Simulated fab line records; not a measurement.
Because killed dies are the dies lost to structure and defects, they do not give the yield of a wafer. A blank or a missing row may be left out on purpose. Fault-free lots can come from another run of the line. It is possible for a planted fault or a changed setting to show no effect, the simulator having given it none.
Comparing a struck lot with a sound one || flow n5Finfet || 14 steps out of a route of 1938
Sound: these wafers, L615.2, L615.3, L615.6. Struck: wafers L624.3, L624.4, L624.6. The cause is named last.
For every step that has rows: the tool of each side, followed by ch and its chambers, followed by its first start. Under that, the readings that differ: sound wafers || struck wafers || difference of the means || sigmas: that difference in standard deviations of wafers without a fault.
alike: readings with means less than 2 such deviations apart, plus words and numbers identical on both sides. not compared: withheld readings, readings lacking a value on some wafer, bounds such as >300 that could conceal the same value, and numbers that have no deviation in the record and whose values overlap.
A row with sigmas, a row that says differs or no value, or rows on one side alone: a step with any of these is where the two part. Non-overlapping numbers with no deviation appear without sigmas and do not part them. A reading that every wafer of one side lacks parts them only if that side has two wafers or more.

first, 1 step without rows for these wafers: N5_BEOL_M15_HARDBAKE_14 (time 120 s).
N5_BEOL_M15_CD_MEAS_10 targets a cd of 360 nm.
  sound on cdSem-01 ch 0, day 12 05:44; struck on cdSem-02 ch 0, day 14 22:32
  alike: cdNm
N5_BEOL_M15_OVL_MEAS_11:
  sound on overlay-01 ch 0, day 12 05:46; struck on overlay-01 ch 0, day 14 22:34
  alike: V14_OVL
N5_BEOL_M15_INSPECT_12: inspects for defects (macro).
  sound on defectInspect-01 at day 12 05:47; struck on defectInspect-02 at day 14 22:35
  alike: rawDefectCount
N5_BEOL_M15_DESCUM_15: chemistry O2, time 7.9 s.
  sound on rieDiel-03 ch 0,1,3, day 12 05:49; struck on rieDiel-01 ch 2,3, day 14 22:44
  alike: chamberPressureMTorr, drypumpMotorCurrentA, oesProductAu, rfFwdPowerW, rfVppV, showerheadPlenumPTorr, tempC, throttleValvePct
  not compared: rfHoursCounterH
then, 1 step without rows for these wafers: N5_BEOL_M15_ETCH_59 (etches BARC in N2/H2, target depth 89 nm, overetch 26.7 nm, time 67.9 s).
N5_BEOL_M15_VIA_ETCH_16: etches SiO2 in C4F8/O2/Ar, target depth 1792.2 nm.
  sound on rieDiel-03 ch 0,1,3, day 12 05:55; struck on rieDiel-01 ch 2,3, day 14 22:49
  alike: C4F8_flow_sccm, chamberPressureMTorr, drypumpMotorCurrentA, oes_f_703_au, oesProductAu, rfFwdPowerW, rfVppV, showerheadPlenumPTorr, throttleValvePct
N5_BEOL_M15_STRIP_63: strips in O2.
  sound: rieDiel-03 ch 0,1,3; struck: rieDiel-01 ch 2,3
  alike: chamberPressureMTorr, drypumpMotorCurrentA, oesProductAu, rfVppV, showerheadPlenumPTorr, tempC, throttleValvePct
  not compared: rfHoursCounterH
N5_BEOL_M15_STRIP_64: strips in O2.
  sound: rieDiel-03 ch 0,1,3; struck: rieDiel-01 ch 2,3
  alike: chamberPressureMTorr, drypumpMotorCurrentA, oesProductAu, rfVppV, showerheadPlenumPTorr, tempC, throttleValvePct
  not compared: rfHoursCounterH
then, 2 steps without rows for these wafers: N5_BEOL_M15_STRIP_65 (strips in post etch residue remover, time 60 s); N5_BEOL_M15_SRD_66 (time 30 s, dry time 30 s).
N5_BEOL_M15_CD_MEAS_17 targets a cd of 360 nm.
  sound on cdSem-01 at day 12 06:19; struck on cdSem-02 at day 14 23:14
  alike: cdNm
N5_BEOL_M15_COAT_56: time 60 s, resist thk 550 nm.
  sound on lithoTrack-04 ch 0, day 12 06:22; struck on lithoTrack-04 ch 0, day 14 23:17
{"reading": "spinSpeedRpm (rpm)", "sound": "1499.7 1499.6 1499.8", "struck": "1287.6 1286.8 1286.5", "difference": -212.7, "sigmas": "-99 or more"}
{"reading": "model.SOC_of_BEOL_M15_COAT_56.thkNm (nm)", "sound": "549.4 549.6 548.8", "struck": "592.8 593.4 595.8", "difference": "+44.7", "sigmas": ""}
  alike: dispensePressureKPa, heaterPowerTotalW
N5_BEOL_M15_ETCH_57: etches SOC in N2/H2, time 750 s.
  sound on rieDiel-03 ch 0,1,3, day 12 06:31; struck on rieDiel-03 ch 0,1, day 14 23:23
  alike: chamberPressureMTorr, drypumpMotorCurrentA, n2FlowSccm, oesProductAu, rfFwdPowerW, rfVppV, showerheadPlenumPTorr, throttleValvePct
  not compared: rfHoursCounterH

== WHERE THEY PART ==
Only at N5_BEOL_M15_COAT_56, as far as this record shows. Later steps at which nothing parts them and some readings are alike: N5_BEOL_M15_ETCH_57.

WHY: whatever the simulator had introduced
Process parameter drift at N5_BEOL_M15_COAT_56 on lithoTrack-04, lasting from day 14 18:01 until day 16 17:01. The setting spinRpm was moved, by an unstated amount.
